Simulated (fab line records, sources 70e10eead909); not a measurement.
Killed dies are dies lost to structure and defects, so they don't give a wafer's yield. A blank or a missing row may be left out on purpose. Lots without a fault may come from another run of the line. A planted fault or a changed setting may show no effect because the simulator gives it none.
Problem report in the 8D (eight disciplines) form, filled by code | flow nand_harc | the parts of the form that need people (team, actions taken, sign-off) are left out

1. THE PROBLEM
VT_DECK2_TOP_INNER at NHARC_END_WLT_00 reads a mean of 1.033 on 6 wafers of 2 lots; wafers without a fault read 0.896 with a standard deviation of 0.0068. That is +20 standard deviations from the usual mean.
First seen on wafer L661.3, day 25 15:14, on prober-02. The record holds 30 wafers of 10 lots with a number at this step. Rule for "out", or "out of limits": more than 4 standard deviations from the usual mean. The other wafers with a number count as sound.

2. WHAT IT IS AND WHAT IT IS NOT
question                    | is                                                                                                                                                                                                                                                                                                                                                                 | is not
which readings at this step | VT_DECK2_TOP_INNER, VT_DECK1_BOTTOM, VT_DECK1_BOTTOM_INNER, VT_DECK1_MEDIAN_NEAR_BOTTOM, VT_DECK1_MEDIAN_NEAR_BOTTOM_INNER, VT_DECK1_MIDDLE, VT_DECK1_MIDDLE_INNER, VT_DECK1_TOP, VT_DECK1_TOP_INNER, VT_DECK2_BOTTOM, VT_DECK2_BOTTOM_INNER, VT_DECK2_MEDIAN_NEAR_BOTTOM, VT_DECK2_MEDIAN_NEAR_BOTTOM_INNER, VT_DECK2_MIDDLE, VT_DECK2_MIDDLE_INNER, VT_DECK2_TOP | -
which lots                  | L661, L668                                                                                                                                                                                                                                                                                                                                                         | L657, L658, L659, L660, L664, L672, L675, L678
which wafers of those lots  | all that have a number                                                                                                                                                                                                                                                                                                                                             | -
read on which gauges        | prober-02                                                                                                                                                                                                                                                                                                                                                          | prober-01
when                        | from day 25 15:14                                                                                                                                                                                                                                                                                                                                                  | up to then (9 sound wafers); but 15 sound wafers of L660, L664, L672, L675, L678 came after

3. SUSPECTS, AND WHAT RULES EACH OUT
Counting: a tool at a process step up to the reading stays a suspect if it ran every lot that is out and no sound lot after the first of them.
- the gauge at NHARC_END_WLT_00: kept. All the wafers that are out were read on prober-02, and no step on other tools shows them out.
- wet_bench-07 at NHARC_P_STI_PRECLEAN_32 (cleans in SC1): kept. It ran every lot that is out, first L661 (day 4 13:11), and no sound lot after that; its last sound lot up to then is L660 (day 4 01:05).
- plasma_asher-01 at NHARC_THIN_TSV_STRIP_62 (strips in N2/H2, time 20 s): ruled out as a lasting fault. Sound lots L664, L672, L678 ran on it after its first lot that is out, L661 (day 25 05:03).
- pvd_sputter-03 at NHARC_THIN_TSV_PVD_51 (deposits Cu, target thk 100 nm): ruled out as a lasting fault. Sound lots L678 ran on it after its first lot that is out, L661 (day 25 09:36). NHARC_THIN_TSV_PVD_51 gives no start for some lots, so the hours and the order of its lots are those of NHARC_THIN_TSV_CD_MEAS_37.
Left after counting: wet_bench-07 at NHARC_P_STI_PRECLEAN_32, prober-02 at NHARC_END_WLT_00.

4. THE CAUSE (what the simulator had put in)
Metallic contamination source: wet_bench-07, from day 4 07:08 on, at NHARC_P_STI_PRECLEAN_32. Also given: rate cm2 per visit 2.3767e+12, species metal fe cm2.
Counting left 2 suspects, and this tool is among them.

5. THE CHAIN OF EFFECTS, in route order
Each row: a reading whose mean over the struck wafers that have a number lies more than 3 standard deviations from the usual. Only readings for which the record gives a usual standard deviation are gone through. hours: the time from each lot's start at the first step in this table that gives one to its start at this step, as a median over the lots. sigmas: the change in usual standard deviations.
hours | step             | reading                           | usual | on struck wafers | change | sigmas
0     | NHARC_END_WLT_00 | VT_DECK1_BOTTOM                   | 0.872 | 1.004            | +0.132 | +17
0     | NHARC_END_WLT_00 | VT_DECK1_BOTTOM_INNER             | 0.871 | 1.001            | +0.130 | +17
0     | NHARC_END_WLT_00 | VT_DECK1_MEDIAN_NEAR_BOTTOM       | 0.873 | 1.000            | +0.127 | +17
0     | NHARC_END_WLT_00 | VT_DECK1_MEDIAN_NEAR_BOTTOM_INNER | 0.873 | 1.002            | +0.129 | +18
0     | NHARC_END_WLT_00 | VT_DECK1_MIDDLE                   | 0.885 | 1.019            | +0.134 | +18
0     | NHARC_END_WLT_00 | VT_DECK1_MIDDLE_INNER             | 0.884 | 1.018            | +0.134 | +18
0     | NHARC_END_WLT_00 | VT_DECK1_TOP                      | 0.897 | 1.032            | +0.135 | +17
0     | NHARC_END_WLT_00 | VT_DECK1_TOP_INNER                | 0.896 | 1.033            | +0.137 | +18
0     | NHARC_END_WLT_00 | VT_DECK2_BOTTOM                   | 0.869 | 0.992            | +0.123 | +18
0     | NHARC_END_WLT_00 | VT_DECK2_BOTTOM_INNER             | 0.869 | 0.994            | +0.125 | +18
0     | NHARC_END_WLT_00 | VT_DECK2_MEDIAN_NEAR_BOTTOM       | 0.870 | 0.990            | +0.120 | +16
0     | NHARC_END_WLT_00 | VT_DECK2_MEDIAN_NEAR_BOTTOM_INNER | 0.871 | 0.997            | +0.126 | +18
0     | NHARC_END_WLT_00 | VT_DECK2_MIDDLE                   | 0.884 | 1.013            | +0.129 | +18
0     | NHARC_END_WLT_00 | VT_DECK2_MIDDLE_INNER             | 0.884 | 1.010            | +0.126 | +18
0     | NHARC_END_WLT_00 | VT_DECK2_TOP                      | 0.896 | 1.032            | +0.136 | +19
0     | NHARC_END_WLT_00 | VT_DECK2_TOP_INNER                | 0.896 | 1.033            | +0.137 | +20
Later measuring or inspecting steps at which every struck wafer that the step has a row for has a number for every such reading, and none has moved that far: NHARC_END_SORT_01.

6. WHAT WOULD HAVE CAUGHT IT SOONER
In this record the first reading out of limits at a measuring or inspecting step was taken at day 25 15:14, 512 hours after the fault began at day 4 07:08.
Of the tool readings at NHARC_P_STI_PRECLEAN_32 for which the record gives a usual standard deviation, none was out on any struck wafer, so an alarm limit of 4 standard deviations on them would not have fired.
All the lots that are out (2) had begun NHARC_P_STI_PRECLEAN_32 on wet_bench-07 by day 25 15:14. A hold on the tool at that time would have spared none of them.
